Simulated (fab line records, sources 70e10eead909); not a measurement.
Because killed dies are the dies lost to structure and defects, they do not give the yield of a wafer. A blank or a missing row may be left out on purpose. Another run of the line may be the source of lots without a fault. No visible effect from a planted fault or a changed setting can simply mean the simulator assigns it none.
Check of tool commonality / flow nandHarc / 1 lot, 3 wafers sampled

== REASON FOR OPENING ==
At NHARC_END_SORT_01 the reading killedAtPeriphery is flagged on 1 of 1 lot. Wafers without a fault read 4, standard deviation 3.1.
Rule: a lot gets a flag if all its wafers with a number sit over 4 standard deviations from that mean, or if no wafer of it has a number. As for the other lots, they are considered sound.

lot=L550; measured=day 27 11:43; on=prober-01; killedAtPeriphery, wafer by wafer=599 606 585; flag=FLAGGED
On average the flagged lots read 597, which is +593 against the usual, or +99 or more standard deviations.

== TOOL THAT RAN EACH LOT ==
Before the reading, the record contains 2 process steps out of a 1302-step route. Read each cell as the tool, then ch plus the chambers that the sampled wafers visited, then the start.
lot=L550; flag=FLAGGED; NHARC_P_ZERO_WELL_ETCH_65=rieDiel-11 ch 1,2,3, day 5 05:38; NHARC_P_GATE_EXPOSE_08=krfScanner-03 ch 0, day 7 17:27
What is done by these steps:
- NHARC_P_ZERO_WELL_ETCH_65: etches the open film in N2/H2, target depth 80 nm, overetch 24 nm, time 87.88 s.
- NHARC_P_GATE_EXPOSE_08: exposes mask P HV.
- NHARC_END_SORT_01

== FLAGGED AGAINST TOTAL, ONE TOOL AT A TIME (gauges that did the reading follow at the end) ==
step=NHARC_P_ZERO_WELL_ETCH_65; tool=rieDiel-11; lots run=1; flagged=1; share of the flagged lots=all; sound lots run after its first flagged lot=0
step=NHARC_P_GATE_EXPOSE_08; tool=krfScanner-03; lots run=1; flagged=1; share of the flagged lots=all; sound lots run after its first flagged lot=0
step=NHARC_END_SORT_01; tool=prober-01; lots run=1; flagged=1; share of the flagged lots=all; sound lots run after its first flagged lot=0

== THE TABLE: WHAT IT ALLOWS ==
All flagged lots were run by 3 table rows, namely rieDiel-11 at NHARC_P_ZERO_WELL_ETCH_65, krfScanner-03 at NHARC_P_GATE_EXPOSE_08, prober-01 at NHARC_END_SORT_01.
- rieDiel-11 at NHARC_P_ZERO_WELL_ETCH_65: 1 of its 1 lot flagged. The start can't be narrowed down: in this sample, it ran no sound lot prior to its first flagged lot.
- krfScanner-03 at NHARC_P_GATE_EXPOSE_08: 1 of its 1 lot flagged. The start can't be narrowed down: in this sample, it ran no sound lot prior to its first flagged lot.
- prober-01 at NHARC_END_SORT_01: 1 of its 1 lot flagged. The start can't be narrowed down: in this sample, it ran no sound lot prior to its first flagged lot.
Counting lots can't tell these 3 tools apart, because each fits a fault that began at some hour. More lots, or a look at what each step does to the wafer, might.

== WHAT WAS PUT IN BY THE SIMULATOR ==
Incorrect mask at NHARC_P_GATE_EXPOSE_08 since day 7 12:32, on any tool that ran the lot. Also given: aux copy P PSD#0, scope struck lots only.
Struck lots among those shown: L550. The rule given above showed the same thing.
